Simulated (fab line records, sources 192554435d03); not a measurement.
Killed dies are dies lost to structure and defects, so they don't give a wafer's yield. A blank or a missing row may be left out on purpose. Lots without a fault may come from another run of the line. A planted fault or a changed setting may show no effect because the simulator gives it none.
A struck lot beside a sound one | flow n5_finfet | 14 steps out of a route of 1938
Sound: wafers L778.3, L778.4, L778.5. Struck: wafer L769.5. (L769.1, L769.2 of the same lot were not struck and are left out.) The cause comes at the end.
At each step with rows: each side's tool, then ch and its chambers, then its first start. Under that, the readings that differ: sound wafers | struck wafers | difference of the means | sigmas: that difference in standard deviations of wafers without a fault.
alike: readings whose means differ by less than 2 such deviations, and words and numbers that are the same on both sides. not compared: withheld readings, readings that some wafer has no value for, bounds like >300 that may hide the same value, and numbers for which the record gives no deviation and whose values overlap.
The two part at a step that has a row with sigmas, a row that says differs or no value, or rows on one side only. Numbers that don't overlap but have no deviation are shown without sigmas and don't part them. A reading that every wafer of one side lacks parts them only if that side has two wafers or more.

N5_BEOL_M4_ANNEAL_87: time 240 s.
  sound on pvd_sputter-01, day 13 15:46; struck on pvd_sputter-03, day 11 01:10
  alike: heater_power_w
then, 2 steps without rows for these wafers: N5_BEOL_M4_SPUTTER_88 (material Cu, target thk 4.5 nm, time 8.29 s); N5_BEOL_M4_ANNEAL_89 (time 240 s).
N5_BEOL_M4_SPUTTER_90: material Cu, target thk 4.5 nm, time 8.29 s.
  sound on pvd_sputter-01, day 13 16:07; struck on pvd_sputter-03, day 11 01:32
  alike: throttle_valve_pct
then, 3 steps without rows for these wafers: N5_BEOL_M4_ANNEAL_91 (time 240 s); N5_BEOL_M4_SPUTTER_92 (material Cu, target thk 4.5 nm, time 8.29 s); N5_BEOL_M4_ANNEAL_93 (time 240 s).
N5_BEOL_M4_SPUTTER_94: material Cu, target thk 4.5 nm, time 8.29 s.
  sound on pvd_sputter-01, day 13 16:34; struck on pvd_sputter-03, day 11 01:58
  alike: throttle_valve_pct
N5_BEOL_M4_ANNEAL_95: time 240 s.
  sound on pvd_sputter-01, day 13 16:38; struck on pvd_sputter-03, day 11 02:03
  alike: heater_power_w
then, 2 steps without rows for these wafers: N5_BEOL_M4_SPUTTER_96 (material Cu, target thk 4.5 nm, time 8.29 s); N5_BEOL_M4_ECD_50 (material Cu, target thk 300 nm).
N5_BEOL_M4_ANNEAL_51: time 90 s.
  sound on rtp_anneal-02 ch 0, day 13 17:20; struck on rtp_anneal-01 ch 0, day 11 02:23
  reading          | sound             | struck | difference | sigmas
  wafer_temp_C_max | 227.3 226.5 226.1 | 225.9  | -0.7       | -2
N5_BEOL_M4_CMP_52: polishes, stops on SiOC, t overpolish 6.8 s, target thk 40 nm.
  sound on cmp-01 ch 2,3, day 13 17:33; struck on cmp-02 ch 0, day 11 02:44
  reading                      | sound          | struck | difference | sigmas
  barrier_field_endpoint_s (s) | 25.7 25.8 25.8 | 31.2   | +5.4       | +8
  time_to_endpoint_s (s)       | 65 65 64       | 79     | +14        | +4
  alike: head_pressure_psi, motor_current_A, overpolish_run_s
-- the record jumps here: 4 days lie between the struck wafers' starts before and after (it left off in module BEOL_M4 and takes up again in module PASSIVATION, whose first step shown is number 1936 of the route) --
N5_PASSIVATION_PROBE_49:
  the record has rows for the struck wafers here (prober-02, day 15 10:11) and none for the sound ones

WHERE THEY PART
First at N5_BEOL_M4_ANNEAL_51; last, within this record, at N5_PASSIVATION_PROBE_49.

WHY: what the simulator had put in
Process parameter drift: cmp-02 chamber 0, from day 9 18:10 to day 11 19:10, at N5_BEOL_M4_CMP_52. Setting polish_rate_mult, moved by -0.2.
